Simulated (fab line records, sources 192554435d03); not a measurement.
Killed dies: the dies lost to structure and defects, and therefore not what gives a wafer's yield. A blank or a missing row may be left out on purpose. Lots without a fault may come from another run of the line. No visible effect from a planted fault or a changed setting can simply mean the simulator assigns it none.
fab line records ; flow n5-finfet
record lots=5; wafers=15; last-day=18
route steps=1938 shown GATE_CUT@465 PASSIVATION@1936
lots that met no fault: from a run of the same line without faults
start-h: start of the lot's first displayed wafer, in hours after the record's first day ; wait-h: hours elapsed since this lot's preceding step ; " unchanged from the row above ; L1.1+2: a single row standing in for several wafers ; - either no value or no given start ; * or withheld: withheld ; < > ~ a bound
route shown NAME@n: names a module that has steps shown in the file, with the first one's number in the route ; usual: average and standard deviation across the fault-free wafers ; same: alike in all rows ; chamber/n: place in a boat ; sites: per-site readings ; _std_site: standard deviation across them ; _edge_site: mean of outer sites minus mean of inner sites ; radius-mm: for every site, how far away it sits from the centre of the wafer ; mask NAME#n: copy n ; behind: tool/chamber where the wafer was last shaped ; hold: the reason the lot was held/the length of the hold in hours/how it ended ; device: names the non-switching transistor (n, p or np) ; end of line: tests of these same wafers at the route's end ; a step without rows: its recipe alone ; killed: count of dies lost to structure and defects at first sort (not the wafer's yield) ; map: shows each die of a wafer: x if killed, . if not, _ if none is there
set.NAME: the setting the step ran with; set.NAME@STEP: the setting that earlier step ran with ; model.NAME: the simulator's own value behind a step, which no gauge read
lots seen at some steps along the route; tables by step, rows by wafer
services: when a tool's chamber went out of use (start-h, in hours from the record's first day, below 0 if earlier), for how many hours, and the reason
## steps
# step N5_GATE_CUT_ETCHBACK_00
# recipe chemistry=SF6/Cl2; target=W; pressure-mtorr=8; icp-w=900; bias-w=80; SF6_flow_sccm=40; Cl2_flow_sccm=60
# usual drypump-motor-current-A=5.7/0.49; oes-product-au=0.82/0.065; throttle-valve-pct=27.38/0.12
lot.wafer;tool;chamber;start-h;wait-h;drypump-motor-current-A;oes-product-au;rf-hours-counter-h;throttle-valve-pct
L695.1;rie-metal-01;0;124.72;0.0;5.6;0.93;4;27.41
L695.2;rie-metal-01;1;124.72;0.0;6.4;0.81;31;27.29
L695.6;rie-metal-01;1;124.72;0.0;6.4;0.81;-;27.29
L701.1;rie-metal-01;1;155.49;0.0;6.4;0.81;35;27.29
L701.5;rie-metal-01;0;155.49;0.0;5.6;0.90;-;27.44
L701.6;rie-metal-01;1;155.49;0.0;6.4;0.81;-;27.30
L705.2;rie-metal-02;0;180.82;0.1;5.3;0.82;-;27.46
L705.5;rie-metal-02;0;180.82;0.1;5.3;0.83;-;27.47
L705.6;rie-metal-02;0;180.82;0.1;5.3;0.82;-;27.46
L707.2;rie-metal-01;1;191.82;0.0;6.4;0.79;40;27.33
L707.5;rie-metal-01;1;191.82;0.0;6.4;0.79;-;27.31
L707.6;rie-metal-01;0;191.82;0.0;5.6;0.87;-;27.44
L711.1;rie-metal-03;0;218.33;0.0;5.9;0.75;56;27.57
L711.2;rie-metal-03;1;218.33;0.0;5.0;0.78;39;27.29
L711.6;rie-metal-03;1;218.33;0.0;5.0;0.78;-;27.27
# step N5_GATE_CUT_ETCH_56
# recipe chemistry=Cl2/Ar; target=TiN; target-depth-a=216; pressure-mtorr=10; icp-w=600; bias-w=60; Cl2_flow_sccm=40; Ar_flow_sccm=60
# step N5_GATE_CUT_ETCHBACK_30
# recipe chemistry=Cl2/Ar; target=TiN; target-depth-a=30; mode=isotropic; pressure-mtorr=10; icp-w=600; bias-w=60; Cl2_flow_sccm=40; Ar_flow_sccm=60
# step N5_GATE_CUT_VAPOR_ETCH_60
# recipe chemistry=BCl3/Cl2; target=HfO2; mode=isotropic
# step N5_GATE_CUT_ETCH_58
# recipe chemistry=CH3F/O2; target=SiNx; target-depth-a=170; time-s=128.6; ion-energy-ev=50; pressure-mtorr=30; source-w=415; bias-w=21; Ar_flow_sccm=150; CH3F_flow_sccm=30; O2_flow_sccm=20
# usual O2_flow_sccm=20.00/0.066; drypump-motor-current-A=5.6/0.46; oes-product-au=0.79/0.085; rf-vpp-V=99.3/0.98; showerhead-plenum-p-Torr=2.00/0.067; throttle-valve-pct=16.32/0.22
lot.wafer;tool;chamber;start-h;wait-h;O2_flow_sccm;drypump-motor-current-A;oes-product-au;rf-hours-counter-h;rf-vpp-V;showerhead-plenum-p-Torr;throttle-valve-pct
L695.1;rie-diel-04;1;125.08;0.1;19.94;5.1;0.77;123;99.7;2.01;16.43
L695.2;rie-diel-04;3;125.08;0.1;20.01;6.3;0.80;122;100.3;2.01;16.19
L695.6;rie-diel-04;0;125.08;0.1;19.86;5.1;0.70;-;101.0;2.06;16.53
L701.1;rie-diel-03;0;155.78;0.0;20.01;6.3;0.73;208;98.4;1.91;16.53
L701.5;rie-diel-03;2;155.78;0.0;20.02;5.7;0.89;-;99.2;1.96;16.03
L701.6;rie-diel-03;1;155.78;0.0;19.97;5.8;0.83;-;99.2;2.03;16.02
L705.2;rie-diel-04;2;181.34;0.1;19.90;6.1;0.72;214;99.5;1.98;16.44
L705.5;rie-diel-04;2;181.34;0.1;20.05;6.1;0.73;-;99.6;1.98;16.43
L705.6;rie-diel-04;1;181.34;0.1;19.98;5.1;0.76;-;98.0;2.00;16.44
L707.2;rie-diel-04;3;192.12;0.0;20.06;6.3;0.77;142;100.0;2.00;16.22
L707.5;rie-diel-04;2;192.12;0.0;20.10;6.1;0.72;-;98.3;1.98;16.43
L707.6;rie-diel-04;3;192.12;0.0;19.98;6.4;0.78;-;100.4;2.00;16.23
L711.1;rie-diel-04;2;218.67;0.1;20.09;6.1;0.71;228;98.9;1.97;16.47
L711.2;rie-diel-04;1;218.67;0.1;19.92;5.1;0.75;153;100.0;2.00;16.49
L711.6;rie-diel-04;2;218.67;0.1;19.99;6.1;0.71;-;99.9;1.97;16.44
# step N5_GATE_CUT_STRIP_59
# recipe chemistry=N2/H2; time-s=20; power-w=100; temp-c=40; pressure-mtorr=100; rf-frequency-hz=6e+07; bias-power-w=3; n2-flow-sccm=300; h2-flow-sccm=300
# usual drypump-motor-current-A=5.6/0.46; oes-product-au=0.79/0.084; rf-vpp-V=45.3/0.84; showerhead-plenum-p-Torr=3.38/0.11; throttle-valve-pct=12.23/0.24
lot.wafer;tool;chamber;start-h;wait-h;drypump-motor-current-A;oes-product-au;rf-hours-counter-h;rf-vpp-V;showerhead-plenum-p-Torr;throttle-valve-pct
L695.1;rie-diel-04;1;125.18;0.1;5.0;0.78;123;46.9;3.40;12.31
L695.2;rie-diel-04;3;125.18;0.1;6.3;0.79;122;45.0;3.38;12.14
L695.6;rie-diel-04;0;125.18;0.1;5.1;0.71;-;46.5;3.47;12.50
L701.1;rie-diel-03;0;155.88;0.1;6.3;0.73;208;45.3;3.21;12.38
L701.5;rie-diel-03;2;155.88;0.1;5.7;0.88;-;46.8;3.31;11.90
L701.6;rie-diel-03;1;155.88;0.1;5.8;0.84;-;44.9;3.43;11.98
L705.2;rie-diel-04;2;181.44;0.1;6.1;0.73;214;46.6;3.34;12.42
L705.5;rie-diel-04;2;181.44;0.1;6.1;0.72;-;45.1;3.34;12.42
L705.6;rie-diel-04;1;181.44;0.1;5.1;0.76;-;47.2;3.39;12.36
L707.2;rie-diel-04;3;192.22;0.1;6.4;0.78;142;44.9;3.37;12.18
L707.5;rie-diel-04;2;192.22;0.1;6.1;0.72;-;45.6;3.33;12.41
L707.6;rie-diel-04;3;192.22;0.1;6.4;0.78;-;45.4;3.37;12.19
L711.1;rie-diel-04;2;218.83;0.1;6.1;0.71;228;44.8;3.33;12.45
L711.2;rie-diel-04;1;218.83;0.1;5.1;0.75;153;45.4;3.38;12.37
L711.6;rie-diel-04;2;218.83;0.1;6.1;0.71;-;44.5;3.33;12.45
# step N5_GATE_CUT_PRECLEAN_31
# recipe temp-c=23; chemistry=DIW; time-s=300
# step N5_GATE_CUT_SRD_32
# recipe time-s=30; temp-c=23; rinse-liquid=diw; dry=ipa-marangoni
# step N5_GATE_CUT_SAC_CAP_01
# recipe material=SiNx; target-thk-a=240; temp-c=400; ald-precursor-family=SiH2I2; ald-co-reactant=N2/H2-plasma; pulse-time-s=1; ald-cycles=480; purge-time-s=2; co-reactant-purge-time-s=2; pressure-torr=2
# step N5_GATE_CUT_PECVD_57
# recipe material=SiNx; target-thk-a=210; temp-c=400; precursor=SiH4/NH3/N2; pressure-torr=1.5; rf-w=300
# step N5_GATE_CUT_CMP_02
# recipe stop-on=SiO2; t-overpolish-s=12.7; post-cmp-clean=alkaline-brush; down-force-psi=2.5; platen-rpm=51.8; pad-velocity-m-s=1.0307; target-thk-nm=0
# step N5_GATE_CUT_HM_DEP_46
# recipe material=SiO2; target-thk-a=1300; temp-c=400; precursor=TEOS/O2; pressure-torr=6.5; rf-w=900; teos-flow-sccm=161.4; gas=O2; flow-sccm=2650; time-s=26.6
# usual heater-power-w=514/79; showerhead-plenum-p-Torr=8.34/0.038; throttle-valve-pct=18.3/0.91
lot.wafer;tool;chamber;start-h;wait-h;heater-power-w;showerhead-plenum-p-Torr;throttle-valve-pct;model.SiO2_of_GATE_CUT_HM_DEP_46.thk-nm
L695.1;pecvd-01;2;128.00;0.0;619;8.27;17.6;130.2
L695.2;pecvd-01;1;128.00;0.0;536;8.38;17.4;131
L695.6;pecvd-01;0;128.00;0.0;378;8.34;18.4;132
L701.1;pecvd-03;1;158.86;0.0;614;8.40;19.0;127.4
L701.5;pecvd-03;0;158.86;0.0;432;8.30;17.4;128.2
L701.6;pecvd-03;2;158.86;0.0;508;8.35;20.4;130.2
L705.2;pecvd-01;1;184.26;0.0;498;8.35;17.4;130.6
L705.5;pecvd-01;0;184.26;0.0;418;8.36;18.1;175
L705.6;pecvd-01;1;184.26;0.0;516;8.34;17.6;174
L707.2;pecvd-03;2;196.17;0.0;408;8.35;20.8;129.6
L707.5;pecvd-03;0;196.17;0.0;525;8.33;17.2;132.4
L707.6;pecvd-03;2;196.17;0.0;418;8.36;20.4;131.6
L711.1;pecvd-03;0;221.67;0.0;470;8.34;17.4;128.8
L711.2;pecvd-03;0;221.67;0.0;486;8.35;17.2;129.8
L711.6;pecvd-03;0;221.67;0.0;518;8.36;17.5;131.8
# step N5_GATE_CUT_COAT_34
# recipe resist=SOC; temp-c=250; time-s=60; spin-rpm=1500; resist-thk-nm=60
# step N5_GATE_CUT_COAT_35
# recipe resist=SiARC; temp-c=220; time-s=60; spin-rpm=1500; resist-thk-nm=10
# step N5_GATE_CUT_COAT_27
# recipe resist=underlayer; temp-c=205; time-s=60; spin-rpm=1500; resist-thk-nm=10
# step N5_GATE_CUT_COAT_07
# recipe resist=CAR-EUV; spin-rpm=1500; resist-thk-nm=30
# step N5_GATE_CUT_EBR_09
# recipe solvent=PGMEA; ebr-width-mm=1.5
# step N5_GATE_CUT_SOFTBAKE_08
# recipe temp-c=110; time-s=60; resist=CAR-EUV
# step N5_GATE_CUT_EXPOSE_10
# recipe mask-id=GATE_CUT; na=0.33; source-shape=annular; sigma-inner=0.35; sigma-outer=0.8; polarization=unpolarized; target-cd-nm=20; dose-mj=43.25
# step N5_GATE_CUT_PEB_11
# recipe peb-temp-c=100; peb-time-s=60; resist=CAR-EUV
# step N5_GATE_CUT_DEVELOP_12
# recipe develop-time-s=30; developer=TMAH; resist=CAR-EUV; rinse-liquid=surfactant-rinse; dry=air-spin; dev-temp-c=23
# step N5_GATE_CUT_CD_MEAS_13
# recipe target-cd-nm=20; landing-energy-ev=500; detector=se-inlens
# usual cd-nm=19.98/0.23
lot.wafer;tool;chamber;start-h;wait-h;cd-nm
L695.1;cd-sem-01;0;128.33;-;19.82
L695.2;cd-sem-01;0;128.33;-;19.67
L695.6;cd-sem-01;0;128.33;-;20.06
L701.1;cd-sem-02;0;159.32;-;20.53
L701.5;cd-sem-02;0;159.32;-;19.78
L701.6;cd-sem-02;0;159.32;-;19.98
L705.2;cd-sem-03;0;184.72;-;19.86
L705.5;cd-sem-03;0;184.72;-;19.85
L705.6;cd-sem-03;0;184.72;-;19.37
L707.2;cd-sem-03;0;196.63;-;19.93
L707.5;cd-sem-03;0;196.63;-;20.41
L707.6;cd-sem-03;0;196.63;-;19.98
L711.1;cd-sem-02;0;222.09;-;20.01
L711.2;cd-sem-02;0;222.09;-;20.14
L711.6;cd-sem-02;0;222.09;-;19.88
# step N5_GATE_CUT_OVL_MEAS_14
# recipe points-per-wafer=522
# usual GATE_CUT_OVL=0.1/0.7
lot.wafer;tool;chamber;start-h;wait-h;GATE_CUT_OVL[nm]
L695.1;overlay-01;0;128.36;0.0;1.8
L695.2;overlay-01;0;128.36;0.0;0.7
L695.6;overlay-01;0;128.36;0.0;0.0
L701.1;overlay-02;0;159.35;0.0;0.9
L701.5;overlay-02;0;159.35;0.0;1.0
L701.6;overlay-02;0;159.35;0.0;0.8
L705.2;overlay-02;0;184.75;0.0;-0.1
L705.5;overlay-02;0;184.75;0.0;0.5
L705.6;overlay-02;0;184.75;0.0;0.7
L707.2;overlay-02;0;196.66;0.0;-0.7
L707.5;overlay-02;0;196.66;0.0;0.0
L707.6;overlay-02;0;196.66;0.0;-0.3
L711.1;overlay-02;0;222.12;0.0;0.0
L711.2;overlay-02;0;222.12;0.0;-0.8
L711.6;overlay-02;0;222.12;0.0;-0.7
# step N5_GATE_CUT_INSPECT_15
# recipe mode=adi; inspect-instrument=brightfield
# usual raw-defect-count=129/42
lot.wafer;tool;chamber;start-h;wait-h;raw-defect-count
L695.1;defect-inspect-01;-;128.42;0.1;178
L695.2;defect-inspect-01;-;128.42;0.1;115
L695.6;defect-inspect-01;-;128.42;0.1;134
L701.1;defect-inspect-01;-;159.41;0.1;137
L701.5;defect-inspect-01;-;159.41;0.1;90
L701.6;defect-inspect-01;-;159.41;0.1;79
L705.2;defect-inspect-01;-;184.81;0.0;139
L705.5;defect-inspect-01;-;184.81;0.0;93
L705.6;defect-inspect-01;-;184.81;0.0;153
L707.2;defect-inspect-01;-;196.72;0.0;147
L707.5;defect-inspect-01;-;196.72;0.0;128
L707.6;defect-inspect-01;-;196.72;0.0;165
L711.1;defect-inspect-01;-;222.18;0.1;80
L711.2;defect-inspect-01;-;222.18;0.1;124
L711.6;defect-inspect-01;-;222.18;0.1;98
# step N5_GATE_CUT_DESCUM_18
# recipe chemistry=O2; time-s=7; source-power-w=50; bias-power-w=20; pressure-mtorr=20; rf-frequency-hz=2.712e+07; temp-c=40; resist=CAR-EUV; o2-flow-sccm=225
# usual drypump-motor-current-A=5.7/0.39; oes-product-au=0.80/0.085; rf-vpp-V=243.2/1.6; showerhead-plenum-p-Torr=2.10/0.07; throttle-valve-pct=20.46/0.18
lot.wafer;tool;chamber;start-h;wait-h;drypump-motor-current-A;oes-product-au;rf-hours-counter-h;rf-vpp-V;showerhead-plenum-p-Torr;throttle-valve-pct
L695.1;rie-diel-03;2;128.48;0.1;5.7;0.90;20;241.8;2.06;20.20
L695.2;rie-diel-03;0;128.48;0.1;6.2;0.73;197;239.2;1.99;20.54
L695.6;rie-diel-03;1;128.48;0.1;5.8;0.84;-;245.5;2.13;20.15
L701.1;rie-diel-04;3;159.44;0.0;6.3;0.78;132;241.2;2.11;20.36
L701.5;rie-diel-04;2;159.44;0.0;6.1;0.72;-;242.8;2.08;20.59
L701.6;rie-diel-04;1;159.44;0.0;5.0;0.77;-;245.6;2.11;20.62
L705.2;rie-diel-06;2;184.84;0.0;5.6;0.91;17;243.5;2.14;20.49
L705.5;rie-diel-06;0;184.84;0.0;5.6;0.85;-;243.2;2.12;20.39
L705.6;rie-diel-06;3;184.84;0.0;5.8;0.73;-;240.9;1.99;20.74
L707.2;rie-diel-03;3;196.75;0.0;5.0;0.91;17;245.2;2.23;20.18
L707.5;rie-diel-03;0;196.75;0.0;6.3;0.73;-;241.2;1.98;20.58
L707.6;rie-diel-03;1;196.75;0.0;5.8;0.82;-;245.0;2.12;20.18
L711.1;rie-diel-06;0;222.21;0.0;5.6;0.83;66;243.1;2.12;20.41
L711.2;rie-diel-06;3;222.21;0.0;5.8;0.72;210;240.5;1.99;20.74
L711.6;rie-diel-06;1;222.21;0.0;5.6;0.69;-;242.8;2.14;20.58
# step N5_GATE_CUT_ETCH_28
# recipe chemistry=N2/H2; target=underlayer; target-depth-a=130; mask-material=CAR-EUV; time-s=10.4; ion-energy-ev=200; pressure-mtorr=30; source-w=840; bias-w=150; n2-flow-sccm=200; h2-flow-sccm=200; ends=cleared
# step N5_GATE_CUT_ETCH_36
# recipe chemistry=CF4; target=SiARC; target-depth-a=130; mask-material=CAR-EUV; time-s=21.7; ion-energy-ev=80; pressure-mtorr=40; source-w=545; bias-w=36; Ar_flow_sccm=100; cf4-flow-sccm=100; ends=cleared
# step N5_GATE_CUT_ETCH_37
# recipe chemistry=N2/H2; target=SOC; target-depth-a=600; overetch-a=120; mask-material=SiARC; temp-c=40; time-s=90; ion-energy-ev=200; pressure-mtorr=30; source-w=840; bias-w=150; n2-flow-sccm=200; h2-flow-sccm=200
# step N5_GATE_CUT_STRIP_38
# recipe chemistry=N2/H2; temp-c=40; n2-flow-sccm=200; h2-flow-sccm=200; rf-frequency-hz=6e+07
# step N5_GATE_CUT_STRIP_39
# recipe chemistry=N2/H2; temp-c=40; n2-flow-sccm=200; h2-flow-sccm=200; rf-frequency-hz=6e+07
# step N5_GATE_CUT_HM_OPEN_40
# recipe chemistry=C4F6/O2; target=SiO2; mask-material=SiARC; target-depth-a=1390; time-s=85.1; ion-energy-ev=250; pressure-mtorr=30; source-w=345; bias-w=185; Ar_flow_sccm=300; C4F6_flow_sccm=10; O2_flow_sccm=10; ends=cleared
# usual O2_flow_sccm=10.00/0.031; drypump-motor-current-A=5.7/0.39; etch-rf-on-time-s=94.2/1.7; oes-product-au=0.72/0.076; rf-vpp-V=663/8.2; showerhead-plenum-p-Torr=2.86/0.089; throttle-valve-pct=20.97/0.2
lot.wafer;tool;chamber;start-h;wait-h;O2_flow_sccm;drypump-motor-current-A;etch-rf-on-time-s;oes-product-au;rf-hours-counter-h;rf-vpp-V;showerhead-plenum-p-Torr;throttle-valve-pct;model.etch.depth-nm;model.SOC_of_GATE_CUT_COAT_34.thk-nm
L695.1;rie-diel-03;2;128.65;0.0;10.01;5.7;94.6;0.81;20;652;2.79;20.65;130.3;32.6
L695.2;rie-diel-03;0;128.65;0.0;10.01;6.2;94.5;0.67;197;648;2.73;21.16;131;32.6
L695.6;rie-diel-03;1;128.65;0.0;10.00;5.7;94.7;0.75;-;673;2.90;20.66;131.9;32.4
L701.1;rie-diel-04;3;159.60;0.0;10.05;6.3;91.5;0.72;132;673;2.85;20.82;127.4;33
L701.5;rie-diel-04;2;159.60;0.0;10.05;6.1;93.4;0.65;-;662;2.82;21.01;128.2;32.6
L701.6;rie-diel-04;1;159.60;0.0;10.04;5.0;93.9;0.70;-;660;2.86;21.06;130.2;32.4
L705.2;rie-diel-06;2;185.00;0.0;10.04;5.7;92.8;0.83;17;669;2.90;20.98;130.7;32.4
L705.5;rie-diel-06;0;185.00;0.0;9.99;5.6;123.7;0.83;-;672;2.89;20.94;175;23.6
L705.6;rie-diel-06;3;185.00;0.0;10.02;5.8;126.8;0.71;-;653;2.72;21.29;174;23.6
L707.2;rie-diel-03;3;196.92;0.0;9.99;5.0;94.3;0.83;17;667;3.02;20.71;129.6;33.2
L707.5;rie-diel-03;0;196.92;0.0;10.01;6.3;96.5;0.65;-;648;2.71;21.17;132.4;32.2
L707.6;rie-diel-03;1;196.92;0.0;9.99;5.8;95.2;0.73;-;671;2.89;20.67;131.6;32.4
L711.1;rie-diel-06;0;222.37;0.0;10.01;5.6;91.3;0.75;66;672;2.88;20.94;128.8;33
L711.2;rie-diel-06;3;222.37;0.0;10.00;5.8;94.8;0.65;210;655;2.72;21.27;129.9;32.6
L711.6;rie-diel-06;1;222.37;0.0;10.01;5.6;97.5;0.62;-;666;2.92;21.14;131.8;32.4
# step N5_GATE_CUT_STRIP_41
# recipe chemistry=CF4; resist=SiARC; power-w=300; bias-power-w=75; pressure-mtorr=50; cf4-flow-sccm=150; rf-frequency-hz=6e+07
# step N5_GATE_CUT_STRIP_42
# recipe chemistry=O2; power-w=400; temp-c=40; pressure-mtorr=30; rf-frequency-hz=6e+07; bias-power-w=0; overash-fraction=0.3; o2-flow-sccm=225
# step N5_GATE_CUT_ETCH_19
# recipe chemistry=CH3F/O2; target=SiNx; mask-material=SiO2; target-depth-a=537; time-s=76.7; pressure-mtorr=30; source-w=395; bias-w=73; Ar_flow_sccm=150; CH3F_flow_sccm=30; O2_flow_sccm=20; ion-energy-ev=120; ends=cleared
# usual O2_flow_sccm=20.00/0.066; drypump-motor-current-A=5.7/0.39; etch-rf-on-time-s=77.1/1.1; oes-product-au=0.68/0.072; rf-vpp-V=296/3.7; showerhead-plenum-p-Torr=2.01/0.066; throttle-valve-pct=16.37/0.22
lot.wafer;tool;chamber;start-h;wait-h;O2_flow_sccm;drypump-motor-current-A;etch-rf-on-time-s;oes-product-au;rf-hours-counter-h;rf-vpp-V;showerhead-plenum-p-Torr;throttle-valve-pct
L695.1;rie-diel-03;2;128.77;0.0;20.05;5.7;77.9;0.77;20;291;1.96;16.02
L695.2;rie-diel-03;0;128.77;0.0;19.99;6.3;77.6;0.63;197;289;1.91;16.54
L695.6;rie-diel-03;1;128.77;0.0;19.92;5.8;77.0;0.71;-;300;2.03;16.02
L701.1;rie-diel-04;3;159.73;0.0;20.01;6.3;77.4;0.67;132;301;2.00;16.23
L701.5;rie-diel-04;2;159.73;0.0;19.89;6.1;77.2;0.62;-;298;1.98;16.46
L701.6;rie-diel-04;1;159.73;0.0;20.12;5.0;78.0;0.65;-;295;2.01;16.48
L705.2;rie-diel-06;2;185.12;0.0;19.98;5.6;75.8;0.78;17;300;2.04;16.32
L705.5;rie-diel-06;0;185.12;0.0;20.01;5.6;75.4;0.73;-;298;2.03;16.27
L705.6;rie-diel-06;3;185.12;0.0;19.98;5.8;76.9;0.62;-;292;1.91;16.67
L707.2;rie-diel-03;3;197.04;0.0;20.09;5.0;77.4;0.78;17;296;2.13;16.06
L707.5;rie-diel-03;0;197.04;0.0;19.81;6.3;77.2;0.62;-;287;1.90;16.60
L707.6;rie-diel-03;1;197.04;0.0;19.86;5.8;76.8;0.69;-;300;2.03;16.05
L711.1;rie-diel-06;0;222.49;0.0;20.06;5.6;75.6;0.71;66;300;2.03;16.29
L711.2;rie-diel-06;3;222.49;0.0;19.95;5.8;77.9;0.61;210;294;1.90;16.67
L711.6;rie-diel-06;1;222.49;0.0;20.04;5.6;79.3;0.58;-;298;2.05;16.59
# step N5_GATE_CUT_CUT_ETCH_53
# recipe chemistry=SF6/Cl2; target=W; mask-material=SiO2; target-depth-a=792; pressure-mtorr=8; icp-w=900; bias-w=80; SF6_flow_sccm=40; Cl2_flow_sccm=60; ends=cleared
# step N5_GATE_CUT_CUT_ETCH_54
# recipe chemistry=Cl2/BCl3; target=TiN; mask-material=SiO2; target-depth-a=967; pressure-mtorr=10; icp-w=1000; bias-w=126; Cl2_flow_sccm=53.25; bcl3-flow-sccm=21.75; Ar_flow_sccm=25; ends=cleared
# step N5_GATE_CUT_CUT_ETCH_55
# recipe chemistry=BCl3; target=HfO2; mask-material=SiO2; target-depth-a=32; ion-energy-ev=30; pressure-mtorr=5; icp-w=450; bias-w=18; bcl3-flow-sccm=80
# step N5_GATE_CUT_ETCH_47
# recipe chemistry=Cl2/BCl3; target=SiO2; target-depth-a=100; pressure-mtorr=10; icp-w=1000; bias-w=126; Cl2_flow_sccm=53.25; bcl3-flow-sccm=21.75; Ar_flow_sccm=25
# step N5_GATE_CUT_VAPOR_ETCH_48
# recipe chemistry=BCl3/Cl2; target=TiN; mode=isotropic
# step N5_GATE_CUT_VAPOR_ETCH_49
# recipe chemistry=BCl3/Cl2; target=TiAlC; mode=isotropic
# step N5_GATE_CUT_VAPOR_ETCH_51
# recipe chemistry=BCl3/Cl2; target=HfO2; mode=isotropic
# step N5_GATE_CUT_THK_MEAS_24
# recipe reads=SiO2_of_GATE_CUT_HM_DEP_46+SiO2_flowable_of_ILD0_FCVD_FILL_01
# usual GC_FILL_THK=220.0/1.9
lot.wafer;tool;chamber;start-h;wait-h;GC_FILL_THK[nm]
L695.1;film-metro-02;-;131.10;-;220.9
L695.2;film-metro-02;-;131.10;-;220.5
L695.6;film-metro-02;-;131.10;-;222.5
L701.1;film-metro-01;-;162.06;-;217.1
L701.5;film-metro-01;-;162.06;-;218.7
L701.6;film-metro-01;-;162.06;-;219.7
L705.2;film-metro-02;-;187.46;-;221.0
L705.5;film-metro-02;-;187.46;-;265.0
L705.6;film-metro-02;-;187.46;-;264.4
L707.2;film-metro-02;-;199.37;-;218.5
L707.5;film-metro-02;-;199.37;-;222.4
L707.6;film-metro-02;-;199.37;-;221.4
L711.1;film-metro-01;-;225.09;-;219.8
L711.2;film-metro-01;-;225.09;-;221.0
L711.6;film-metro-01;-;225.09;-;222.1
# step N5_GATE_CUT_CMP_43
# recipe material=SiO2; post-cmp-clean=rinse-only
# usual motor-current-A=12.0/1.4
lot.wafer;tool;chamber;start-h;wait-h;motor-current-A;model.SiO2_of_GATE_CUT_HM_DEP_46.thk-nm
L695.2;cmp-04;1;131.13;0.0;10.3;5
L695.1;cmp-04;3;131.13;0.0;11.3;5
L695.6;cmp-04;2;131.13;0.0;15.4;5
L701.1;cmp-04;0;162.33;0.3;11.2;4.8
L701.6;cmp-04;1;162.33;0.3;10.1;5
L701.5;cmp-04;2;162.33;0.3;15.8;4.8
L705.2;cmp-01;1;187.73;0.3;12.2;5
L705.5;cmp-01;2;187.73;0.3;11.4;7.2
L705.6;cmp-01;3;187.73;0.3;13.3;7
L707.2;cmp-01;0;199.48;0.1;12.0;5
L707.6;cmp-01;3;199.48;0.1;13.0;5
L707.5;cmp-01;0;199.48;0.1;11.4;5.2
L711.1;cmp-04;2;225.12;0.0;15.9;5
L711.2;cmp-04;1;225.12;0.0;10.8;5
L711.6;cmp-04;2;225.12;0.0;15.1;5
# step N5_PASSIVATION_PROBE_49
# usual killed_at_M0_to_M3=30/8.7; killed_at_M4_up=14/5.4; killed-at-contacts=11/6.4; killed-at-front-end=40/12; killed-at-other=3/3.1; killed-dies=99/17; killed-open=64/12; killed-short=33/8.1
# same gross-dies=1180; killed-at-back-side=0
lot.wafer;tool;chamber;start-h;wait-h;killed_at_M0_to_M3;killed_at_M4_up;killed-at-contacts;killed-at-front-end;killed-at-other;killed-dies;killed-open;killed-short
L695.1;prober-02;-;319.61;0.0;29;23;10;69;6;137;92;45
L695.2;prober-02;-;319.66;0.1;31;19;8;53;4;115;73;42
L695.6;prober-02;-;319.86;0.3;32;13;8;53;9;115;80;35
# killed by level:class
L695.1 STI_FIN_REVEAL:geometric-particle:open=18 FIN_SAQP:geometric-particle:open=17 BEOL_M4:geometric-particle:open=11 BEOL_M1:geometric-particle:open=7 BEOL_M0_SAQP:geometric-particle:short=7 FIN_SAQP:geometric-particle:short=6 MOL_CONTACT_COAG:geometric-particle:open=6 ILD0:geometric-particle:short=5
L695.2 STI_FIN_REVEAL:geometric-particle:open=15 FIN_SAQP:geometric-particle:open=9 FIN_SAQP:geometric-particle:short=8 BEOL_M4:geometric-particle:open=8 MOL_CONTACT_COAG:geometric-particle:open=7 BEOL_M1:geometric-particle:open=6 BEOL_M3:geometric-particle:open=6 GATE_CUT:geometric-particle:short=6
L695.6 STI_FIN_REVEAL:geometric-particle:open=18 BEOL_M0_SAQP:geometric-particle:open=10 FIN_SAQP:geometric-particle:open=8 STI_FIN_REVEAL:geometric-particle:short=8 MOL_CONTACT_COAG:geometric-particle:open=8 BEOL_M4:geometric-particle:open=7 PASS1_CAP:geometric-particle:short=5 DUMMY_GATE:geometric-particle:open=4
## services
tool;chamber;start-h;hours;kind
rie-diel-06;2;102.54;-;clean
rie-diel-06;2;102.54;-;consumable-replace:focus-ring
rie-diel-06;2;102.54;34.1;scheduled-down
rie-diel-06;2;102.54;34.1;vent-cycle
rie-diel-03;-;115.29;0.2;repair
rie-diel-03;3;121.50;-;clean
rie-diel-03;3;121.50;-;consumable-replace:focus-ring
rie-diel-03;3;121.50;-;consumable-replace:showerhead
rie-diel-06;1;127.85;16.1;repair
pecvd-03;-;132.56;2.8;pm
rie-diel-03;1;137.57;4.6;repair
cmp-04;-;141.60;5.7;pm
cmp-04;-;151.40;6.6;repair
rie-metal-03;-;153.05;14.6;pm
pecvd-03;-;186.77;1.8;repair
rie-diel-03;2;186.97;12.4;repair
rie-diel-04;1;190.01;6.3;repair
rie-diel-04;0;196.32;-;clean
rie-diel-04;0;196.32;-;consumable-replace:focus-ring
rie-diel-04;0;196.32;23.5;scheduled-down
rie-diel-04;0;196.32;23.5;vent-cycle
rie-diel-04;3;202.72;22.6;repair
cmp-04;-;206.54;4.0;pm
rie-metal-03;1;223.95;1.0;repair
## key
first-sign step=N5_GATE_CUT_HM_OPEN_40; reading=etch-rf-on-time-s; direction=up; sigmas=18; usual=*; struck=*
effect step=N5_GATE_CUT_THK_MEAS_24; reading=GC_FILL_THK; direction=up; sigmas=24; usual=220.0; struck=264.7
model-effect step=N5_GATE_CUT_HM_DEP_46; value=SiO2_of_GATE_CUT_HM_DEP_46.thk-nm; without=132.7; struck=174.5
model-effect step=N5_GATE_CUT_HM_OPEN_40; value=etch.depth-nm; without=132.7; struck=174.5
model-effect step=N5_GATE_CUT_CMP_43; value=SiO2_of_GATE_CUT_HM_DEP_46.thk-nm; without=5.1; struck=7.1
met-at N5_GATE_CUT_HM_DEP_46
struck-wafers L705.5,L705.6
tester-left-out L705
onset-between 128.00 184.26
fault kind=process-parameter-drift; tool=pecvd-01; chamber=-; onset-h=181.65; steps=N5_GATE_CUT_HM_DEP_46; channel=time-s; offset=*; shape=step; end-h=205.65; scope=struck-wafers-only; acts-in=*; stated=*
# tester-left-out: of these lots the tester's yield and bins aren't shown, on N5 and GAA mostly nor the transistor test; their killed dies are dies lost to structure and defects alone, not to doping, threshold or leakage, so they don't give the yield
